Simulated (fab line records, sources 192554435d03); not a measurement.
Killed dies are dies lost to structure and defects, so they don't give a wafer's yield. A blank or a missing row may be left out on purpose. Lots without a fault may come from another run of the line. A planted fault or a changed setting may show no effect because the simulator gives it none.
Chamber matching | flow n5_finfet | N5_BEOL_M5_CMP_52 on cmp-04: 4 sister chambers
The step polishes, stops on SiCOH lowk, t overpolish 6.9 s, target thk 62 nm. 22 wafers are shown with their chamber, then 11 later ones without.

WAFERS WITH THEIR CHAMBER
wafer  | chamber | time_to_endpoint_s (s) | motor_current_A (A) | barrier_field_endpoint_s (s)
L075.2 | 0       | 64                     | 6.0                 | 24.7
L075.4 | 1       | 74                     | 6.4                 | 27.3
L075.6 | 0       | 64                     | 6.0                 | 25.3
L077.1 | 2       | 57                     | 6.6                 | 23.2
L077.2 | 1       | 70                     | 6.0                 | 25.4
L077.5 | 0       | 62                     | 5.8                 | 24.5
L078.1 | 2       | 56                     | 6.5                 | 23.8
L078.2 | 0       | 63                     | 5.7                 | 24.2
L078.6 | 2       | 55                     | 6.6                 | 23.5
L081.2 | 2       | 57                     | 6.6                 | 23.4
L081.4 | 0       | 63                     | 5.8                 | 23.9
L081.6 | 3       | 65                     | 5.9                 | 24.7
L085.1 | 1       | 75                     | 6.5                 | 26.8
L085.3 | 3       | 66                     | 6.1                 | 25.2
L085.6 | 3       | 66                     | 6.1                 | 26.4
L087.1 | 1       | 76                     | 6.2                 | 26.9
L087.4 | 3       | 65                     | 5.9                 | 25.3
L087.6 | 1       | 72                     | 6.1                 | 25.9
L089.2 | 3       | 61                     | 5.7                 | 25.4
L089.5 | 3       | 63                     | 6.2                 | 25.4
L089.6 | 2       | 56                     | 6.7                 | 24.2
L088.1 | 1       | 76                     | 6.1                 | 26.4

SIGNATURES (means of the wafers above)
reading                  | chamber 0 | chamber 1 | chamber 2 | chamber 3 | scatter within a chamber
time_to_endpoint_s       | 63.20     | 73.83     | 56.20     | 64.33     | 1.73
motor_current_A          | 5.860     | 6.217     | 6.600     | 5.983     | 0.158
barrier_field_endpoint_s | 24.520    | 26.450    | 23.620    | 25.400    | 0.564
Rule: a wafer's distance from a chamber is the root of the sum, over the readings, of the square of ((its reading less the chamber's mean) divided by the reading's scatter). The wafer belongs to the nearest chamber; if the next one is less than 2 further off, it can't be placed. The scatter: the root of (the sum of the squares of (reading less its chamber's mean) over the shown wafers, divided by (wafers less chambers)).

WAFERS WITHOUT THEIR CHAMBER
wafer  | time_to_endpoint_s (s) | motor_current_A (A) | barrier_field_endpoint_s (s)
L088.3 | 59                     | 6.1                 | 23.6
L088.6 | 59                     | 6.6                 | 24.3
L091.4 | 64                     | 6.2                 | 25.3
L091.5 | 63                     | 6.0                 | 25.2
L091.6 | 56                     | 6.4                 | 23.4
L092.2 | 62                     | 6.3                 | 24.8
L092.3 | 69                     | 6.1                 | 25.9
L092.5 | 64                     | 6.2                 | 25.3
L097.1 | 73                     | 6.2                 | 25.8
L097.2 | 55                     | 6.5                 | 23.3
L097.6 | 71                     | 6.0                 | 26.3

WHICH CHAMBER EACH WENT THROUGH
wafer  | from the rows above          | in truth
L088.3 | can't be placed: 0 or 2 or 3 | 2
L088.6 | 2                            | 2
L091.4 | can't be placed: 3 or 0      | 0
L091.5 | can't be placed: 3 or 0      | 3
L091.6 | 2                            | 2
L092.2 | can't be placed: 3 or 0 or 2 | 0
L092.3 | can't be placed: 3 or 1 or 0 | 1
L092.5 | can't be placed: 3 or 0      | 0
L097.1 | 1                            | 1
L097.2 | 2                            | 2
L097.6 | 1                            | 1
Placed correctly: 5 of 11. Can't be placed from these rows: 6 (the true chamber is among the candidates in 6). Placed wrongly: 0.
